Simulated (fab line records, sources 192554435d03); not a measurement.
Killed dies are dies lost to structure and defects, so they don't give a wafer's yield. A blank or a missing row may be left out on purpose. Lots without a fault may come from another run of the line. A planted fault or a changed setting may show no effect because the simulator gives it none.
Split-lot experiment | flow n5_finfet | 7 lots, 21 wafers read, on a route of 1938 steps

THE SPLIT
At N5_BEOL_M14_PEB_26 (peb time 90 s), the setting peb_temp_c was moved away from the recipe's 130 C on 6 of the 21 wafers read, by -2.8% to +2.5%. The other wafers ran this setting at the recipe's value.

FROM THE SPLIT TO THE READING: what the file shows between them, 2 steps
- N5_BEOL_M14_DEVELOP_27: develop time 45 s (also split here: develop_time_s)
- N5_BEOL_M14_HARDBAKE_32: time 120 s

THE READING
cd_nm, in nm, at N5_BEOL_M14_CD_MEAS_28 (target cd 284.4 nm). Fault-free wafers of this fab line usually give 285.6 nm, standard deviation 2.5 nm.

wafer  | tool, chamber at the split | peb_temp_c as run, C | against the recipe | cd_nm, nm | against lot-mates on the recipe
L074.2 | litho_track-03, 0          | 131.8                | +1.4%              | 290.1     | +5.2
L074.3 | litho_track-03, 0          | 131.8                | +1.4%              | 294.1     | +9.2
L074.6 | litho_track-03, 0          | 130                  | recipe             | 284.9     | -
L076.1 | litho_track-01, 0          | 130                  | recipe             | 287.7     | -
L076.3 | litho_track-01, 0          | 130                  | recipe             | 287.0     | -
L076.5 | litho_track-01, 0          | 130                  | recipe             | 284.2     | -
L077.1 | litho_track-01, 0          | 130                  | recipe             | 285.1     | -
L077.3 | litho_track-01, 0          | 130                  | recipe             | 287.3     | -
L077.5 | litho_track-01, 0          | 130                  | recipe             | 287.4     | -
L087.3 | litho_track-04, 0          | 130                  | recipe             | 286.6     | -
L087.4 | litho_track-04, 0          | 130                  | recipe             | 285.7     | -
L087.6 | litho_track-04, 0          | 130                  | recipe             | 286.9     | -
L090.2 | litho_track-01, 0          | 133.2                | +2.5%              | 303.2     | +13.2
L090.4 | litho_track-01, 0          | 130                  | recipe             | 287.8     | -
L090.5 | litho_track-01, 0          | 130                  | recipe             | 292.2     | -
L089.2 | litho_track-04, 0          | 130                  | recipe             | 283.5     | -
L089.4 | litho_track-04, 0          | 126.4                | -2.8%              | 268.1     | -15.6
L089.6 | litho_track-04, 0          | 130                  | recipe             | 284.0     | -
L091.1 | litho_track-03, 0          | 131.7                | +1.3%              | 292.5     | +8.6
L091.2 | litho_track-03, 0          | 130                  | recipe             | 283.9     | -
L091.3 | litho_track-03, 0          | 131.7                | +1.3%              | 291.0     | +7.1

THE FIT
A straight line over all 21 wafers: cd_nm changes by +5.94 nm for each +1% of peb_temp_c; r = +0.93; the points scatter about the line by 2.4 nm.
The same after taking each lot's own level away (the mean of its wafers on the recipe; 21 wafers): +5.55 nm for each +1%; r = +0.98; scatter 1.3 nm.
On that fit, the largest move of peb_temp_c shifts the reading by 15 nm.
The lots' own levels span 283.75 to 290.00 nm, that is 2.5 times the standard deviation above.
So the lot-to-lot level changes the slope little: the two slopes agree.
Check: with one of the wafers moved furthest among these (-2.8%) left out of the fit, the line predicts -15.1 nm for it against its lot-mates. It came out at -15.6 nm against them.

OTHER SPLITS ON THESE WAFERS
These wafers also went through other splits before the reading. Each is held against what the fit with the lots' levels taken away leaves over:
other split on the same wafers        | wafers away from the commonest value | r with cd_nm (lot level and that fit taken away)
N5_BEOL_M13_ILD_DEP_00 time_s         | 5                                    | -0.04
N5_BEOL_M13_SPUTTER_43 time_s         | 5                                    | +0.33
N5_BEOL_M14_ILD_DEP_00 time_s         | 5                                    | +0.02
N5_BEOL_M14_DEVELOP_27 develop_time_s | 5                                    | -0.08

THE WHOLE CHAIN: every reading that the file lists as answering this split, in the file's order
step                   | what it does                                           | reading                                                         | change (the file's fit)              | r (the file's)
N5_BEOL_M14_CD_MEAS_28 | target cd 284.4 nm                                     | cd_nm                                                           | +5.53 nm for each +1% of the setting | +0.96
N5_BEOL_M14_DESCUM_33  | chemistry O2, time 7.9 s                               | BEOL_M14.cd_nm (the simulator's own value, which no gauge read) | +5.48 nm for each +1% of the setting | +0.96
N5_BEOL_M14_ETCH_67    | etches SiARC in CF4, target depth 143 nm, time 238.3 s | BEOL_M14.cd_nm (the simulator's own value, which no gauge read) | +5.36 nm for each +1% of the setting | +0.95

THE FILE'S OWN FIT
cd_nm changes by +5.53 nm for each +1% of peb_temp_c, r = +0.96.
